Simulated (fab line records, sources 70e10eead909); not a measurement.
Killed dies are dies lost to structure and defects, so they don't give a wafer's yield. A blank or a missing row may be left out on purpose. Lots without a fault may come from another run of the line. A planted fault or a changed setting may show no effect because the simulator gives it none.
Chamber matching | flow nand_harc | NHARC_A_STAIRCASE_DESCUM_291 on rie_diel-09: 4 sister chambers
The step chemistry O2, time 3 s. 16 wafers are shown with their chamber, then 8 later ones without.

WAFERS WITH THEIR CHAMBER
wafer  | chamber | showerhead_plenum_p_Torr (Torr) | drypump_motor_current_A (A) | oes_product_au (a.u.)
L074.1 | 3       | 1.92                            | 5.8                         | 0.987
L074.2 | 0       | 1.89                            | 6.1                         | 0.994
L074.5 | 1       | 1.87                            | 6.2                         | 1.002
L077.1 | 0       | 1.89                            | 6.0                         | 0.996
L077.2 | 3       | 1.91                            | 5.9                         | 0.985
L077.6 | 3       | 1.91                            | 5.8                         | 0.987
L080.1 | 0       | 1.89                            | 6.1                         | 0.998
L080.2 | 3       | 1.91                            | 5.9                         | 0.998
L080.3 | 1       | 1.87                            | 6.2                         | 1.012
L082.1 | 2       | 1.79                            | 6.1                         | 1.006
L082.2 | 3       | 1.91                            | 5.8                         | 0.999
L082.5 | 2       | 1.79                            | 6.2                         | 1.001
L084.4 | 0       | 1.88                            | 6.0                         | 0.996
L084.5 | 3       | 1.91                            | 5.8                         | 1.002
L084.6 | 0       | 1.88                            | 6.0                         | 0.988
L090.1 | 0       | 1.88                            | 6.1                         | 1.024

SIGNATURES (means of the wafers above)
reading                  | chamber 0 | chamber 1 | chamber 2 | chamber 3 | scatter within a chamber
showerhead_plenum_p_Torr | 1.8850    | 1.8700    | 1.7900    | 1.9117    | 0.00441
drypump_motor_current_A  | 6.050     | 6.200     | 6.150     | 5.833     | 0.0527
oes_product_au           | 0.99933   | 1.00700   | 1.00350   | 0.99300   | 0.0097
Rule: a wafer's distance from a chamber is the root of the sum, over the readings, of the square of ((its reading less the chamber's mean) divided by the reading's scatter). The wafer belongs to the nearest chamber; if the next one is less than 2 further off, it can't be placed. The scatter: the root of (the sum of the squares of (reading less its chamber's mean) over the shown wafers, divided by (wafers less chambers)).

WAFERS WITHOUT THEIR CHAMBER
wafer  | showerhead_plenum_p_Torr (Torr) | drypump_motor_current_A (A) | oes_product_au (a.u.)
L090.2 | 1.79                            | 6.1                         | 0.999
L090.4 | 1.86                            | 6.2                         | 0.986
L092.1 | 1.87                            | 6.0                         | 1.024
L092.4 | 1.85                            | 6.2                         | 0.996
L092.5 | 1.86                            | 6.2                         | 0.993
L097.2 | 1.85                            | 6.2                         | 1.004
L097.3 | 1.87                            | 6.1                         | 1.022
L097.4 | 1.78                            | 6.1                         | 1.016

WHICH CHAMBER EACH WENT THROUGH
wafer  | from the rows above     | in truth
L090.2 | 2                       | 2
L090.4 | 1                       | 1
L092.1 | can't be placed: 1 or 0 | 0
L092.4 | 1                       | 1
L092.5 | 1                       | 1
L097.2 | 1                       | 1
L097.3 | can't be placed: 1 or 0 | 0
L097.4 | 2                       | 2
Placed correctly: 6 of 8. Can't be placed from these rows: 2 (the true chamber is among the candidates in 2). Placed wrongly: 0.
